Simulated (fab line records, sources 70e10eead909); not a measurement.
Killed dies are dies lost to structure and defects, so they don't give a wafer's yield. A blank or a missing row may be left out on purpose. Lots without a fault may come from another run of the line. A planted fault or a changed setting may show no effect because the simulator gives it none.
A struck lot beside a sound one | flow nand_harc | 18 steps out of a route of 1302
Sound: wafers L734.3, L734.4, L734.6. Struck: wafers L744.1, L744.4, L744.5. The cause comes at the end.
At each step with rows: each side's tool, then ch and its chambers, then its first start. Under that, the readings that differ: sound wafers | struck wafers | difference of the means | sigmas: that difference in standard deviations of wafers without a fault.
alike: readings whose means differ by less than 2 such deviations, and words and numbers that are the same on both sides. not compared: withheld readings, readings that some wafer has no value for, bounds like >300 that may hide the same value, and numbers for which the record gives no deviation and whose values overlap.
The two part at a step that has a row with sigmas, a row that says differs or no value, or rows on one side only. Numbers that don't overlap but have no deviation are shown without sigmas and don't part them. A reading that every wafer of one side lacks parts them only if that side has two wafers or more.

NHARC_P_GATE_ALD_36: deposits SiNx, target thk 20 nm, pulse time 60 s, ald cycles 223.
  sound on ald_sin-01 ch 0,1,2, day 5 21:55; struck on ald_sin-04 ch 1,2, day 10 05:58
  alike: heater_power_w, precursor_pulse_height_rel
NHARC_P_GATE_ETCHBACK_37: etches the open film in CHF3/O2, target depth 34.5 nm, time 17.2 s.
  sound on rie_diel-12 ch 1,2,3; struck on rie_diel-02 ch 0,2,3
  reading               | sound             | struck            | difference | sigmas
  oes_product_au (a.u.) | 0.940 0.924 0.919 | 0.995 0.997 0.992 | +0.067     | +2
  alike: drypump_motor_current_A, rf_vpp_V, showerhead_plenum_p_Torr, throttle_valve_pct
  not compared: rf_hours_counter_h
NHARC_P_GATE_STRIP_101: strips in O2, time 20 s.
  sound on rie_diel-12 ch 0,1,2, day 6 05:24; struck on rie_diel-02 ch 1,2,3, day 10 15:35
  alike: drypump_motor_current_A, oes_product_au, rf_vpp_V, showerhead_plenum_p_Torr, throttle_valve_pct
  not compared: rf_hours_counter_h
then, 9 steps without rows for these wafers: NHARC_P_GATE_PRECLEAN_97 (cleans in SPM, time 600 s); NHARC_P_GATE_SRD_98; NHARC_P_GATE_PRECLEAN_99 (cleans in SC1); NHARC_P_GATE_SRD_100; NHARC_P_GATE_DEHYDRATE_38 (time 120 s); NHARC_P_GATE_HMDS_39 (time 30 s); NHARC_P_GATE_COAT_40; NHARC_P_GATE_SOFTBAKE_41 (time 95 s); NHARC_P_GATE_EBR_42.
NHARC_P_GATE_EXPOSE_43: exposes mask P NSD, target cd 720 nm.
  sound on krf_scanner-01 ch 0, day 6 06:10; struck on krf_scanner-01 ch 0, day 10 16:21
  reading | sound                   | struck                     | difference | sigmas
  mask    | P_NSD#0 P_NSD#0 P_NSD#0 | P_HVPW#0 P_HVPW#0 P_HVPW#0 | differs    |
then, 2 steps without rows for these wafers: NHARC_P_GATE_PEB_44 (peb time 85 s); NHARC_P_GATE_DEVELOP_45 (time 70 s).
NHARC_P_GATE_CD_MEAS_46: target cd 720 nm.
  sound on cd_sem-03 ch 0, day 6 06:19; struck on cd_sem-01 ch 0, day 10 16:30
  reading    | sound             | struck | difference                    | sigmas
  cd_nm (nm) | 722.4 719.7 721.1 | - - -  | no value on the struck wafers |
then, 1 step without rows for these wafers: NHARC_P_GATE_HARDBAKE_47 (time 80 s).
-- the record jumps here: 19 days lie between the struck wafers' starts before and after (it left off in module P_GATE and takes up again in module END, whose first step shown is number 1302 of the route) --
NHARC_END_SORT_01:
  the record has rows for the struck wafers here (prober-01 ch 0, day 29 18:07) and none for the sound ones

WHERE THEY PART
First at NHARC_P_GATE_ETCHBACK_37; last, within this record, at NHARC_END_SORT_01.

WHY: what the simulator had put in
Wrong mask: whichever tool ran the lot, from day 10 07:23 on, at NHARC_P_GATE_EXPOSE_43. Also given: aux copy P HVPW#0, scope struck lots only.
